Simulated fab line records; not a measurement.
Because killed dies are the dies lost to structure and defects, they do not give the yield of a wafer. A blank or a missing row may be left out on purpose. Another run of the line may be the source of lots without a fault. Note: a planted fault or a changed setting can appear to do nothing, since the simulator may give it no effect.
fab line records + flow n5-finfet
record
- lots=7
- wafers=39
route steps=1938 shown DUMMY_GATE@237 SD_EPI_N@288 HKMG_FIN@434 MOL_CONTACT_COAG@537 BEOL_M4@1111
start-h: start of the lot's first displayed wafer, in hours after the record's first day + wait-h: hours elapsed since this lot's preceding step + " repeats the value in the row above + L1.1+2: one row covering several wafers at once + - no value present, or no start provided + * or withheld: withheld + < > ~ a bound
route shown NAME@n: names a module that has steps shown in the file, with the first one's number in the route + usual: mean/standard deviation of fault-free wafers + same: alike in all rows + chamber/n: place in a boat + sites: per-site readings + _std_site: their standard deviation + _edge_site: the outer-site mean with the inner-site mean subtracted + radius-mm: for every site, how far away it sits from the centre of the wafer + mask NAME#n: copy n + behind: the tool/chamber that last shaped the wafer + hold: the reason the lot was held/the length of the hold in hours/how it ended + device: which transistor (n, p or np) failed to switch + end of line: tests of these same wafers at the route's end + step lacking rows: just its recipe + killed: not the wafer's yield, but the dies lost to structure and defects at the first sort + map: the dies of a wafer, with x for killed, . for not killed, _ for no die there
set.NAME: the setting as run; set.NAME@STEP: as run at that earlier step + model.NAME: the simulator's own value behind a step, which no gauge read
one table per step and one row per wafer, for lots whose settings were changed on purpose
## steps
# step N5_DUMMY_GATE_ETCH_37
# recipe
- chemistry=N2/H2
- target=SOC
- target-depth-a=600
- overetch-a=300
- temp-c=40
- ion-energy-ev=200
- pressure-mtorr=30
- source-w=840
- bias-w=150
- n2-flow-sccm=200
- h2-flow-sccm=200
# step N5_DUMMY_GATE_ETCH_42
# recipe
- chemistry=CHF3/O2
- target=SiO2
- target-depth-a=35
- time-s=31
- ion-energy-ev=30
- bias-w=12
- pressure-mtorr=30
- source-w=600
- Ar_flow_sccm=200
- CHF3_flow_sccm=50
- O2_flow_sccm=5
# step N5_SD_EPI_N_EPI_21
# recipe
- material=Si:P
- dopant=P
- temp-c=680
- pressure-torr=255
- time-s=690
# step N5_HKMG_FIN_ETCH_31
# recipe
- chemistry=CF4
- target=SiARC
- target-depth-a=455
- mask-material=CAR-ArF
- time-s=75.8
- ion-energy-ev=80
- pressure-mtorr=40
- source-w=545
- bias-w=36
- Ar_flow_sccm=100
- cf4-flow-sccm=100
- ends=cleared
# step N5_HKMG_FIN_ALD_21
# recipe
- material=TiN
- target-thk-a=15
- temp-c=400
- ald-precursor-family=TiCl4
- ald-co-reactant=NH3
- pulse-time-s=1
- purge-time-s=3
- co-reactant-purge-time-s=2
- co-reactant-pulse-time-s=2
- ald-cycles=68
- pressure-torr=3
# step N5_MOL_CONTACT_COAG_ETCH_15
# recipe
- chemistry=CH3F/O2
- target=SiNx
- target-depth-a=70
- mask-material=SOC
- stop-on=Si:P
- over-etch-frac=0.75
- ion-energy-ev=120
- pressure-mtorr=30
- source-w=395
- bias-w=73
- Ar_flow_sccm=150
- CH3F_flow_sccm=30
- O2_flow_sccm=20
# step N5_MOL_CONTACT_COAG_ALD_133
# recipe
- material=SiO2
- target-thk-a=50
- temp-c=100
- ald-precursor-family=BDEAS
- ald-co-reactant=O2-plasma
- pulse-time-s=1
- co-reactant-pulse-time-s=1
- purge-time-s=2
- co-reactant-purge-time-s=2
- ald-cycles=35
- pressure-torr=2
# step N5_BEOL_M4_RC_MEAS_101
# usual
- RS_SD_N=28.2/0.35
| lot.wafer | tool      | chamber | start-h | wait-h | set.source-w@DUMMY_GATE_ETCH_37 | set.bias-w@DUMMY_GATE_ETCH_42 | set.time-s@SD_EPI_N_EPI_21 | set.bias-w@HKMG_FIN_ETCH_31 | set.ald-cycles@HKMG_FIN_ALD_21 | set.target-depth-a@MOL_CONTACT_COAG_ETCH_15 | set.temp-c@MOL_CONTACT_COAG_ALD_133 | RS_SD_N[ohm/sq] |
|-----------|-----------|---------|---------|--------|---------------------------------|-------------------------------|----------------------------|-----------------------------|--------------------------------|---------------------------------------------|-------------------------------------|-----------------|
| L080.3    | prober-01 | 0       | 216.86  | 0.3    | 840                             | 12                            | 690                        | 36                          | 68                             | 70                                          | 100                                 | 28.4            |
| L080.5    | "         | 0       | "       | "      | 840                             | 12                            | 690                        | 36                          | 68                             | 70                                          | 100                                 | 27.8            |
| L080.6    | "         | 0       | "       | "      | 840                             | 12                            | 690                        | 36                          | 68                             | 70                                          | 100                                 | 28.3            |
| L081.1    | prober-01 | 0       | 217.48  | 0.7    | 911.1                           | 12                            | 690                        | 36                          | 78                             | 70                                          | 100                                 | 29.0            |
| L081.2    | "         | 0       | "       | "      | 840                             | 12                            | 690                        | 36                          | 68                             | 70                                          | 100                                 | 28.8            |
| L081.3    | "         | 0       | "       | "      | 840                             | 12                            | 787.7                      | 36                          | 78                             | 67.25                                       | 100                                 | 26.0            |
| L081.4    | "         | 0       | "       | "      | 911.1                           | 12                            | 690                        | 36                          | 68                             | 67.25                                       | 100                                 | 28.4            |
| L081.5    | "         | 0       | "       | "      | 911.1                           | 12                            | 787.7                      | 36                          | 78                             | 70                                          | 100                                 | 26.1            |
| L081.6    | "         | 0       | "       | "      | 840                             | 12                            | 787.7                      | 36                          | 68                             | 67.25                                       | 100                                 | 25.5            |
| L084.1    | prober-01 | 0       | 232.30  | 0.0    | 980.8                           | 12.68                         | 690                        | 37.98                       | 73                             | 70                                          | 102.8                               | 27.5            |
| L084.2    | "         | 0       | "       | "      | 840                             | 12                            | 567.8                      | 37.98                       | 73                             | 75.05                                       | 102.8                               | 32.0            |
| L084.3    | "         | 0       | "       | "      | 840                             | 12                            | 690                        | 36                          | 68                             | 70                                          | 102.8                               | 27.6            |
| L084.4    | "         | 0       | "       | "      | 980.8                           | 12.68                         | 567.8                      | 37.98                       | 68                             | 75.05                                       | 100                                 | 31.8            |
| L084.5    | "         | 0       | "       | "      | 980.8                           | 12                            | 690                        | 36                          | 68                             | 75.05                                       | 100                                 | 27.6            |
| L084.6    | "         | 0       | "       | "      | 840                             | 12.68                         | 567.8                      | 36                          | 73                             | 70                                          | 100                                 | 31.9            |
| L086.1    | prober-01 | 0       | 252.89  | 0.0    | 840                             | 11.33                         | 624.2                      | 36                          | 68                             | 63.52                                       | 101.9                               | 30.3            |
| L086.2    | "         | 0       | "       | "      | 738.9                           | 12                            | 624.2                      | 36                          | 68                             | 70                                          | 100                                 | 30.3            |
| L086.3    | "         | 0       | "       | "      | 840                             | 12                            | 690                        | 40.13                       | 68                             | 63.52                                       | 100                                 | 28.1            |
| L086.4    | "         | 0       | "       | "      | 738.9                           | 11.33                         | 690                        | 40.13                       | 56                             | 70                                          | 101.9                               | 28.2            |
| L086.5    | "         | 0       | "       | "      | 840                             | 12                            | 624.2                      | 40.13                       | 56                             | 70                                          | 101.9                               | 29.8            |
| L086.6    | "         | 0       | "       | "      | 738.9                           | 11.33                         | 690                        | 36                          | 56                             | 63.52                                       | 100                                 | 27.9            |
| L091.1    | prober-01 | 0       | 267.55  | 0.0    | 840                             | 12                            | 690                        | 39.66                       | 68                             | 74.01                                       | 96.17                               | 28.0            |
| L091.2    | "         | 0       | "       | "      | 982.8                           | 12                            | 690                        | 39.66                       | 68                             | 70                                          | 96.17                               | 28.0            |
| L091.3    | "         | 0       | "       | "      | 840                             | 12                            | 690                        | 36                          | 68                             | 70                                          | 96.17                               | 27.8            |
| L091.4    | "         | 0       | "       | "      | 982.8                           | 12                            | 690                        | 39.66                       | 68                             | 74.01                                       | 100                                 | 27.9            |
| L091.5    | "         | 0       | "       | "      | 840                             | 12                            | 690                        | 36                          | 68                             | 74.01                                       | 100                                 | 27.4            |
| L091.6    | "         | 0       | "       | "      | 982.8                           | 12                            | 690                        | 36                          | 68                             | 70                                          | 100                                 | 28.0            |
| L094.1    | prober-01 | 0       | 305.37  | 0.0    | 979.9                           | 11.39                         | 824.3                      | 42.13                       | 68                             | 70                                          | 100                                 | 25.3            |
| L094.2    | "         | 0       | "       | "      | 840                             | 11.39                         | 690                        | 36                          | 68                             | 70                                          | 100                                 | 28.6            |
| L094.3    | "         | 0       | "       | "      | 840                             | 12                            | 824.3                      | 42.13                       | 75                             | 70                                          | 100                                 | 25.4            |
| L094.4    | "         | 0       | "       | "      | 840                             | 12                            | 690                        | 36                          | 75                             | 70                                          | 100                                 | 28.7            |
| L094.5    | "         | 0       | "       | "      | 979.9                           | 11.39                         | 690                        | 42.13                       | 75                             | 70                                          | 100                                 | 28.6            |
| L094.6    | "         | 0       | "       | "      | 979.9                           | 12                            | 824.3                      | 36                          | 68                             | 70                                          | 100                                 | 25.2            |
| L097.1    | prober-02 | 0       | 320.07  | 0.0    | 840                             | 12                            | 690                        | 31.47                       | 76                             | 72.47                                       | 100                                 | 28.3            |
| L097.2    | "         | 0       | "       | "      | 840                             | 13.22                         | 787                        | 31.47                       | 76                             | 72.47                                       | 101.9                               | 26.1            |
| L097.3    | "         | 0       | "       | "      | 752.6                           | 12                            | 787                        | 36                          | 76                             | 70                                          | 100                                 | 26.2            |
| L097.4    | "         | 0       | "       | "      | 752.6                           | 13.22                         | 690                        | 31.47                       | 68                             | 70                                          | 101.9                               | 28.6            |
| L097.5    | "         | 0       | "       | "      | 752.6                           | 13.22                         | 787                        | 36                          | 68                             | 72.47                                       | 101.9                               | 26.0            |
| L097.6    | "         | 0       | "       | "      | 840                             | 12                            | 690                        | 36                          | 68                             | 70                                          | 100                                 | 28.1            |
## key
split
- step=N5_DUMMY_GATE_ETCH_37
- setting=source-w
- stated-as=840
response none clear
split
- step=N5_DUMMY_GATE_ETCH_42
- setting=bias-w
- stated-as=12
response none clear
split
- step=N5_SD_EPI_N_EPI_21
- setting=time-s
- stated-as=690
response
- step=N5_BEOL_M4_RC_MEAS_101
- reading=RS_SD_N
- slope=-0.197
- per=1%
- together-with=all
- explained=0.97
split
- step=N5_HKMG_FIN_ETCH_31
- setting=bias-w
- stated-as=36
response none clear
split
- step=N5_HKMG_FIN_ALD_21
- setting=ald-cycles
- stated-as=68
response none clear
split
- step=N5_MOL_CONTACT_COAG_ETCH_15
- setting=target-depth-a
- stated-as=70
response none clear
split
- step=N5_MOL_CONTACT_COAG_ALD_133
- setting=temp-c
- stated-as=100
response none clear
